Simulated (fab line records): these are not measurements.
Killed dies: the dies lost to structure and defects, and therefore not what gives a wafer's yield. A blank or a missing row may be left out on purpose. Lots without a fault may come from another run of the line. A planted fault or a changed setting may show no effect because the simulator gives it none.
The tool behind it: which one?	flow nand-harc	11 lots with 33 wafers sampled at 6 steps, on a route of 1159 steps

WHAT THE GAUGES SHOWED, per wafer
NHARC_P_M0_CD_MEAS_09 targets a cd of 90 nm. Usual: cd-nm at 90.2 nm, with a standard deviation of 0.49.
lot	measured	on	cd-nm (nm)	flag
L659	day 5 20:10	cd-sem-03	89.5 89.9 90.1	
L660	day 6 10:58	cd-sem-01	90.3 89.8 89.9	
L662	day 6 14:37	cd-sem-03	90.0 90.4 90.1	
L663	day 7 01:14	cd-sem-01	89.9 89.3 89.7	
L668	day 8 01:58	cd-sem-01	97.6 97.5 98.1	OFF
L666	day 8 02:56	cd-sem-01	95.8 96.1 96.0	OFF
L675	day 9 22:26	cd-sem-02	91.2 90.2 90.5	
L677	day 10 03:56	cd-sem-03	90.5 90.1 89.7	
L678	day 10 11:35	cd-sem-03	89.8 89.3 89.8	
L679	day 10 23:49	cd-sem-03	89.7 90.2 90.4	
L682	day 11 07:46	cd-sem-02	90.1 90.6 90.6	

NHARC_P_M0_OVL_MEAS_10: pitch 180 nm. Usual: overlay-x-nm -0.1 nm, standard deviation 0.71; overlay-y-nm 0.1 nm, standard deviation 0.77.
lot	measured	on	overlay-x-nm (nm)	overlay-y-nm (nm)	flag
L659	day 5 20:15	overlay-01	0.3 -0.6 -0.1	0.3 0.6 0.0	
L660	day 6 11:04	overlay-02	-1.0 -0.6 -0.2	0.7 0.3 0.4	
L662	day 6 14:42	overlay-02	0.6 0.5 0.6	0.4 0.7 1.5	
L663	day 7 01:19	overlay-02	-1.4 -1.0 -1.1	0.4 0.2 0.4	
L668	day 8 02:03	overlay-01	-0.5 0.0 -0.6	-0.7 -1.0 -0.3	
L666	day 8 03:02	overlay-02	0.3 0.8 0.2	-0.2 -0.6 -0.1	
L675	day 9 22:32	overlay-01	0.7 0.5 0.6	-1.5 -1.3 -1.6	
L677	day 10 04:01	overlay-02	-0.8 -1.0 -0.3	0.2 0.4 0.4	
L678	day 10 11:40	overlay-01	-0.5 -0.9 -0.6	0.2 -0.1 0.0	
L679	day 10 23:54	overlay-02	0.2 0.0 0.1	-1.2 -0.8 -0.6	
L682	day 11 07:51	overlay-01	1.0 1.1 1.2	0.6 0.5 0.3	

NHARC_END_SORT_01. Usual: defect-limited-yield 95.5 %, standard deviation 1.6; killed-at-array 27, standard deviation 11; killed-at-other 0.8, standard deviation 1.1; killed-at-periphery 2.8, standard deviation 1.9; killed-dies 30, standard deviation 11; killed-open 3.3, standard deviation 1.8; killed-short 2.3, standard deviation 1.5; sort_bin_2_pct 1.4 %, standard deviation 0.68; sort_bin_3_pct 0.27 %, standard deviation 0.22; sort_bin_4_pct 2.8 %, standard deviation 0.99; sort-n-pass 647, standard deviation 11; sort-rim-yield-pct 94.3 %, standard deviation 2.9; sort-yield-pct 95.5 %, standard deviation 1.6.
lot	measured	on	defect-limited-yield (%)	killed-at-array	killed-at-other	killed-at-periphery	killed-dies	killed-open	killed-short	sort_bin_2_pct (%)	sort_bin_3_pct (%)	sort_bin_4_pct (%)	sort-n-pass	sort-rim-yield-pct (%)	sort-yield-pct (%)	flag
L668	day 21 10:31	prober-01	96.5 97.2	23 13	0 1	1 5	24 19	4 3	3 3	1.2 0.9	0.30 0.59	2.1 1.3	653 658	99.1 93.4	96.5 97.2	
L666	day 21 02:32	prober-01	97.5 97.0 98.1	15 19 9	0 0 2	2 1 2	17 20 13	4 4 3	2 3 2	0.4 1.6 0.6	0.15 0 0.15	1.9 1.3 1.2	660 657 664	96.2 97.2 98.1	97.5 97.0 98.1	
L675	day 23 19:52	prober-02	94.2 94.7 94.5	38 33 35	0 1 1	1 2 1	39 36 37	0 6 1	1 2 3	2.1 1.0 2.2	0.74 0.15 0.59	3.0 4.1 2.7	638 641 640	94.3 86.8 89.6	94.2 94.7 94.5	

WHICH TOOL RAN EACH LOT (tool, then ch and the chambers of the sampled wafers, then the start)
lot	NHARC_P_CONTACT_STRIP_28	NHARC_P_CONTACT_PVD_32	NHARC_P_M0_EXPOSE_06
L659	rie-diel-12 ch 0,3, day 5 14:18	pvd-sputter-02, day 5 20:02 or earlier	arfi-scanner-03 ch 0, day 5 20:02
L660	rie-diel-12 ch 1,2,3, day 5 22:58	pvd-sputter-02, day 6 10:50 or earlier	arfi-scanner-02 ch 0, day 6 10:50
L662	rie-diel-12 ch 0,1,2, day 6 11:16	pvd-sputter-02, day 6 14:28 or earlier	arfi-scanner-01 ch 0, day 6 14:28
L663	rie-diel-13 ch 1,2, day 6 16:55	pvd-sputter-03, day 7 01:05 or earlier	arfi-scanner-02 ch 0, day 7 01:05
L668	rie-diel-12 ch 1,2,3, day 7 23:02	pvd-sputter-02, day 8 01:49 or earlier	arfi-scanner-02 ch 0, day 8 01:49
L666	rie-diel-12 ch 1,2,3, day 8 00:01	pvd-sputter-03, day 8 02:48 or earlier	arfi-scanner-02 ch 0, day 8 02:48
L675	rie-diel-13 ch 0,3, day 9 16:28	pvd-sputter-03, day 9 22:19 or earlier	arfi-scanner-01 ch 0, day 9 22:19
L677	rie-diel-12 ch 0,2,3, day 10 00:53	pvd-sputter-03, day 10 03:48 or earlier	arfi-scanner-03 ch 0, day 10 03:48
L678	rie-diel-12 ch 1,2, day 10 08:39	pvd-sputter-01, day 10 11:26 or earlier	arfi-scanner-03 ch 0, day 10 11:26
L679	rie-diel-12 ch 0,1,2, day 10 18:11	pvd-sputter-01, day 10 23:40 or earlier	arfi-scanner-01 ch 0, day 10 23:40
L682	rie-diel-13 ch 0,1,3, day 11 02:58	pvd-sputter-02, day 11 07:38 or earlier	arfi-scanner-03 ch 0, day 11 07:38
- NHARC_P_CONTACT_STRIP_28: strips in O2.
- NHARC_P_CONTACT_PVD_32: deposits Ti, target thk 5 nm, time 17.7 s.
- NHARC_P_M0_EXPOSE_06: exposes mask P M0, target cd 90 nm.

AS READ BY THE TOOLS THEMSELVES (means over the sampled wafers that have a number; for cases with no such wafer, the mark the record gives instead)
NHARC_P_CONTACT_STRIP_28. Usual: drypump-motor-current-A 5.8 A, standard deviation 0.66; mfc-ar-sccm 0.008 sccm, standard deviation 0.012; oes-product-au 0.999 a.u., standard deviation 0.0067; rf-vpp-V 58.1 V, standard deviation 0.9; showerhead-plenum-p-Torr 3.63 Torr, standard deviation 0.14; throttle-valve-pct 17.036 %, standard deviation 0.0082.
lot	tool	drypump-motor-current-A (A)	mfc-ar-sccm (sccm)	oes-product-au (a.u.)	rf-vpp-V (V)	showerhead-plenum-p-Torr (Torr)	throttle-valve-pct (%)	flag
L659	rie-diel-12	6.3	0.025	0.996	58.8	3.63	17.036	
L660	rie-diel-12	5.6	0.009	1.003	57.7	3.64	17.042	
L662	rie-diel-12	6.1	0.008	0.997	58.2	3.75	17.040	
L663	rie-diel-13	5.7	0.002	1.001	57.5	3.50	17.037	
L668	rie-diel-12	5.6	0.009	1.000	58.5	3.64	17.029	
L666	rie-diel-12	5.6	0.009	0.997	57.6	3.64	17.037	
L675	rie-diel-13	6.0	0.000	0.997	58.7	3.59	17.033	
L677	rie-diel-12	5.7	0.017	1.003	58.0	3.62	17.039	
L678	rie-diel-12	6.1	0.000	0.997	58.0	3.76	17.036	
L679	rie-diel-12	6.1	0.008	0.999	58.5	3.75	17.032	
L682	rie-diel-13	5.8	0.000	0.994	57.9	3.52	17.034	

NHARC_P_CONTACT_PVD_32. Usual: substrate-temp-c 200.02 C, standard deviation 0.15; throttle-valve-pct 30.3 %, standard deviation 1.1.
lot	tool	substrate-temp-c (C)	throttle-valve-pct (%)	flag
L659	pvd-sputter-02	200.04	29.2	
L660	pvd-sputter-02	200.06	30.0	
L662	pvd-sputter-02	200.01	31.0	
L663	pvd-sputter-03	200.04	30.6	
L668	pvd-sputter-02	200.08	30.1	
L666	pvd-sputter-03	200.03	30.7	
L675	pvd-sputter-03	200.17	29.6	
L677	pvd-sputter-03	199.96	31.1	
L678	pvd-sputter-01	199.97	29.4	
L679	pvd-sputter-01	199.91	30.7	
L682	pvd-sputter-02	200.07	31.0	

NHARC_P_M0_EXPOSE_06. Usual: exposure-dose-mJ-cm2 at 81.28, with a standard deviation of 0.075.
lot	tool	exposure-dose-mJ-cm2	flag
L659	arfi-scanner-03	81.33	
L660	arfi-scanner-02	81.30	
L662	arfi-scanner-01	81.35	
L663	arfi-scanner-02	81.34	
L668	arfi-scanner-02	91.61	OFF
L666	arfi-scanner-02	89.46	OFF
L675	arfi-scanner-01	81.26	
L677	arfi-scanner-03	81.18	
L678	arfi-scanner-03	81.33	
L679	arfi-scanner-01	81.19	
L682	arfi-scanner-03	81.23	

THE ANSWER, worked out from the rows above alone
Rule: a lot is off if the mean of its wafers that have a number lies more than 3 standard deviations from the usual mean. A lot without any number at a reading at which 4 lots or more have one is off too. Where the step has rows for the other lots, those lots are counted as sound. After the gauges, taken in route order, come the tools' own readings; for these a lot's mean is taken, as printed above. At the first step where some lot is off, the reading lying furthest off is the one used; lots without a number count as furthest.
Off: L668, L666, at NHARC_P_M0_CD_MEAS_09 (cd-nm).
If a tool, at a process step before that reading, ran all the lots that are off and no sound lot after the first of them, it fits. Not tried: the gauges at NHARC_P_M0_CD_MEAS_09; whatever is off there is also off at NHARC_P_M0_EXPOSE_06, on other tools, and gauge error can't account for it. NHARC_P_CONTACT_PVD_32: start missing for some lots; hours and lot order therefore follow NHARC_P_M0_EXPOSE_06. One candidate fits, namely arfi-scanner-02 at NHARC_P_M0_EXPOSE_06. Its last sound lot is L663 (day 7 01:05), its first lot that is off L668 (day 8 01:49): a fault that began between those two fits.
On the lots that are off, the tool's own readings at NHARC_P_M0_EXPOSE_06 differ by more than 5 times the standard deviation of the sound lots' means, which bears it out; exposure-dose-mJ-cm2 reads 90.53 there versus 81.28 on the sound lots.

WHAT THE SIMULATOR PUT IN
Drift in process parameters on arfi-scanner-02 at NHARC_P_M0_EXPOSE_06, starting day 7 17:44. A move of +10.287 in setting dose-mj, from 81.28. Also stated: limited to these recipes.
Lots struck among those shown: L668, L666. The rule given above showed the same thing.
